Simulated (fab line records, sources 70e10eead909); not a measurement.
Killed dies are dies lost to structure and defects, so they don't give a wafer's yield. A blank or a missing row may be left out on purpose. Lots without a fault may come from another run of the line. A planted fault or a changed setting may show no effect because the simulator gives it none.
A struck lot beside a sound one | flow nand_harc | 15 steps out of a route of 1159
Sound: wafers L129.2, L129.3, L129.5. Struck: wafers L142.3, L142.5, L142.6. The cause comes at the end.
At each step with rows: each side's tool, then ch and its chambers, then its first start. Under that, the readings that differ: sound wafers | struck wafers | difference of the means | sigmas: that difference in standard deviations of wafers without a fault.
alike: readings whose means differ by less than 2 such deviations, and words and numbers that are the same on both sides. not compared: withheld readings, readings that some wafer has no value for, bounds like >300 that may hide the same value, and numbers for which the record gives no deviation and whose values overlap.
The two part at a step that has a row with sigmas, a row that says differs or no value, or rows on one side only. Numbers that don't overlap but have no deviation are shown without sigmas and don't part them. A reading that every wafer of one side lacks parts them only if that side has two wafers or more.

NHARC_A_SGD_CUT_STRIP_17: strips in O2.
  sound on rie_diel-03 ch 0,1,2; struck on rie_diel-03 ch 0,1
  reading      | sound          | struck         | difference | sigmas
  rf_vpp_V (V) | 58.9 58.5 56.9 | 55.1 56.6 57.1 | -1.8       | -2
  alike: drypump_motor_current_A, oes_product_au, showerhead_plenum_p_Torr, throttle_valve_pct
  not compared: rf_hours_counter_h
then, 4 steps without rows for these wafers: NHARC_A_SGD_CUT_PRECLEAN_18 (cleans in SC1); NHARC_A_SGD_CUT_SRD_19; NHARC_A_SGD_CUT_DEP_20 (deposits SiO2, target thk 150 nm); NHARC_A_SGD_CUT_ANNEAL_27 (time 1800 s).
NHARC_A_SGD_CUT_CMP_21: polishes, target thk 148.19 nm.
  sound on cmp-01 ch 0,2,3, day 13 23:35; struck on cmp-01 ch 0,3, day 17 07:03
  alike: motor_current_A, retaining_ring_pressure_frac, time_to_endpoint_s
NHARC_A_SGD_CUT_THK_MEAS_22: measures by ellipsometry.
  sound on film_metro-02, day 13 23:48; struck on film_metro-02, day 17 07:19
  alike: thk_nm
then, 2 steps without rows for these wafers: NHARC_A_SGD_CUT_SRD_23; NHARC_A_SGD_CUT_ETCH_26 (etches SiO2 in dHF, target depth 45.8 nm).
NHARC_A_SGD_CUT_ETCHBACK_24: etches the open film in CH3F/O2, target depth 50 nm, time 92.857 s.
  sound on rie_diel-02 ch 0,1, day 14 00:04; struck on rie_diel-03 ch 0,1, day 17 07:32
  alike: ch3f_flow_sccm, drypump_motor_current_A, oes_product_au, rf_vpp_V, showerhead_plenum_p_Torr, throttle_valve_pct
  not compared: rf_hours_counter_h
NHARC_A_SGD_CUT_STRIP_28: strips in O2, time 20 s.
  sound on rie_diel-02 ch 2,3; struck on rie_diel-03 ch 0,1,2
  alike: drypump_motor_current_A, oes_product_au, rf_vpp_V, showerhead_plenum_p_Torr, throttle_valve_pct
  not compared: rf_hours_counter_h
NHARC_A_SGD_CUT_INSPECT_25:
  sound on defect_inspect-01, day 14 00:19; struck on defect_inspect-02, day 17 07:46
  alike: raw_defect_count
NHARC_A_SLIT_DEP_25: deposits SiO2, target thk 200 nm.
  sound on pecvd-02 ch 0,2, day 14 00:32; struck on pecvd-03 ch 0,1,2, day 17 07:50
  reading            | sound       | struck      | difference | sigmas
  rf_fwd_power_W (W) | 897 893 896 | 757 750 754 | -142       | -47
  alike: heater_power_w, throttle_valve_pct
NHARC_A_SLIT_DEP_00: deposits aC, target thk 3200 nm.
  sound on acl_dep-03 ch 0, day 14 01:43; struck on acl_dep-01 ch 0, day 17 08:49
  alike: throttle_valve_pct
-- the record jumps here: 5 days lie between the struck wafers' starts before and after (it left off in module A_SLIT and takes up again in module END, whose first step shown is number 1159 of the route) --
NHARC_END_SORT_01:
  sound on prober-02 ch 0, day 19 07:02; struck on prober-02 ch 0, day 22 11:01
  alike: killed_at_array, killed_at_other, killed_at_periphery, killed_dies, killed_open, killed_short

WHERE THEY PART
First at NHARC_A_SGD_CUT_STRIP_17; last, within this record, at NHARC_A_SLIT_DEP_25. Later steps at which nothing parts them and some readings are alike: NHARC_A_SLIT_DEP_00, NHARC_END_SORT_01.

WHY: what the simulator had put in
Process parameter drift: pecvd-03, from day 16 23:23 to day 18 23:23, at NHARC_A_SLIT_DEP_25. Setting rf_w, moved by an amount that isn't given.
